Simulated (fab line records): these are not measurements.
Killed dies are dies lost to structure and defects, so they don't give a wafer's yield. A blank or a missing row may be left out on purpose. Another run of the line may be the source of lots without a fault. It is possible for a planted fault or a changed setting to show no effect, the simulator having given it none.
Matching of chambers + flow n5Finfet + uvCure-01 running N5_BEOL_M9_CURE_71: 3 sister chambers
The step cures SiCOH lowk, time 240 s. 6 wafers are shown with their chamber, then 8 later ones without.

## WAFERS PAIRED WITH THEIR CHAMBERS
| wafer  | chamber | wafer_temp_C_max | lampPowerPct (%) |
|--------|---------|------------------|------------------|
| L076.3 | 1       | 388.0            | 52.30            |
| L076.5 | 1       | 387.6            | 52.37            |
| L080.5 | 0       | 386.6            | 52.33            |
| L093.2 | 2       | 386.4            | 52.35            |
| L093.6 | 2       | 386.6            | 52.23            |
| L091.2 | 0       | 386.9            | 52.33            |

## WAFERS WHOSE CHAMBER IS MISSING
| wafer  | wafer_temp_C_max | lampPowerPct (%) |
|--------|------------------|------------------|
| L091.4 | 385.9            | 52.30            |
| L091.5 | 386.9            | 52.40            |
| L096.1 | 386.8            | 52.35            |
| L096.2 | 387.3            | 52.28            |
| L096.5 | 386.7            | 52.31            |
| L095.1 | 386.7            | 52.36            |
| L095.3 | 386.7            | 52.36            |
| L095.5 | 387.3            | 52.36            |

## WHICH CHAMBER EACH ONE RAN IN
| wafer  | from the rows above          | in truth |
|--------|------------------------------|----------|
| L091.4 | can't be placed: 2 or 0      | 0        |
| L091.5 | can't be placed: 0 or 2      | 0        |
| L096.1 | can't be placed: 0 or 2      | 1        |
| L096.2 | can't be placed: 1 or 0 or 2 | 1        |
| L096.5 | can't be placed: 0 or 2      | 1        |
| L095.1 | can't be placed: 0 or 2      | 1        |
| L095.3 | can't be placed: 0 or 2      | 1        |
| L095.5 | can't be placed: 1 or 0 or 2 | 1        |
Correctly placed: 0 of 8. Not placeable from these rows: 8 (in 4, the candidates include the true chamber). Placed wrongly: 0.
How it was worked out, from the rows above alone: a wafer's distance from a chamber is the root of the sum, over the readings, of the square of ((its reading less the chamber's mean) divided by the reading's scatter). If the next closest chamber is less than 2 further off than the closest, the wafer can't be placed; otherwise it belongs to the closest. The mean given for a chamber averages the wafers shown for that chamber. The scatter is the square root of a quotient: the sum, over the shown wafers, of each reading's squared deviation from its chamber's mean, divided by wafers minus chambers.
